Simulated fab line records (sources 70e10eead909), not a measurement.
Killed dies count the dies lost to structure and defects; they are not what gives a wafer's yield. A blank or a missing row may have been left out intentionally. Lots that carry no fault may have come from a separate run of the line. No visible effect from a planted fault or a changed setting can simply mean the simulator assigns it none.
A lot that was struck, set against a sound lot | flow nand harc | 13 out of 1302 route steps
Sound: these wafers, L835.2, L835.3, L835.5. Struck: wafer L845.1. (L845.3 of the same lot was not struck and is left out.) The cause comes at the end.
Per side, at each step with rows, come the tool, then ch with its chambers, and then its first start. Under that, the readings that differ: sound wafers | struck wafers | difference of the means | sigmas: that difference in standard deviations of wafers without a fault.
alike: readings whose means differ by less than 2 such deviations, and words and numbers that are the same on both sides. not compared: withheld readings, readings that some wafer has no value for, bounds like >300 that may hide the same value, and numbers for which the record gives no deviation and whose values overlap.
Wherever a step has rows on one side only, a row that says differs or no value, or a row with sigmas, the two part there. Non-overlapping numbers with no deviation appear without sigmas and do not part them. Lack of a reading on every wafer of one side parts them only where that side has two or more wafers.

first, 1 step without rows for these wafers: NHARC_A_STAIRCASE_HARDBAKE_311 (time 140 s).
NHARC_A_STAIRCASE_DESCUM_312: chemistry O2, time 3 s.
  sound on rie diel-08 ch 0,2,3, day 18 23:09; struck on rie diel-08 ch 0, day 22 16:18
  alike: drypump motor current A, mfc ar sccm, oes product au, rf vpp V, showerhead plenum p Torr, throttle valve pct
  not compared: rf hours counter h
NHARC_A_STAIRCASE_ETCH_313: etches the open film in CF4/CHF3.
  sound on rie diel-08 ch 1,3, day 18 23:25; struck on rie diel-08 ch 0, day 22 16:26
  alike: drypump motor current A, mfc ar sccm, oes product au, rf vpp V, showerhead plenum p Torr, throttle valve pct
  not compared: rf hours counter h
NHARC_A_STAIRCASE_HM_OPEN_463: chemistry O2/COS.
  sound on rie diel-08 ch 1,3; struck on rie diel-08 ch 3
  alike: drypump motor current A, mfc ar sccm, oes product au, rf vpp V, showerhead plenum p Torr, throttle valve pct
  not compared: rf hours counter h
then, 2 steps without rows for these wafers: NHARC_A_STAIRCASE_STRIP_464 (strips in O2/COS); NHARC_A_STAIRCASE_ETCH_453 (etches the open film in CF4/O2, target depth 30 nm, overetch 3 nm, time 16.5 s).
NHARC_A_STAIRCASE_ETCH_315: etches the open film in C4F8/O2/Ar, target depth 2500 nm, time 607.1 s.
  sound on rie diel-08 ch 0,3; struck on rie diel-08 ch 3
  alike: oes product au, rf vpp V
  not compared: rf hours counter h
NHARC_A_STAIRCASE_STRIP_316: strips in O2.
  sound on rie diel-08 ch 0,1,3; struck on rie diel-08 ch 2
  alike: drypump motor current A, mfc ar sccm, oes product au, rf vpp V, showerhead plenum p Torr, throttle valve pct
  not compared: rf hours counter h
then, 3 steps without rows for these wafers: NHARC_A_STAIRCASE_STRIP_317 (strips in SPM, time 900 s); NHARC_A_STAIRCASE_PRECLEAN_318 (cleans in SC1); NHARC_A_STAIRCASE_SRD_329.
NHARC_A_STAIRCASE_ALD_415: deposits SiO2, target thk 30 nm, pulse time 6 s, ald cycles 300.
  sound on ald hk-04 ch 1,2,3, day 19 02:11; struck on ald hk-04 ch 1, day 22 19:23
  reading    | sound       | struck | difference | sigmas
  ald cycles | 300 300 300 | 322    | +22        |
  alike: heater power w, precursor pulse height rel
then, 1 step without rows for these wafers: NHARC_A_STAIRCASE_ETCHBACK_416 (etches the open film in C4F8/O2/Ar, target depth 36 nm, time 7.2 s).

## WHERE THEY PART
Nowhere in this record.

WHY: what had been put in by the simulator
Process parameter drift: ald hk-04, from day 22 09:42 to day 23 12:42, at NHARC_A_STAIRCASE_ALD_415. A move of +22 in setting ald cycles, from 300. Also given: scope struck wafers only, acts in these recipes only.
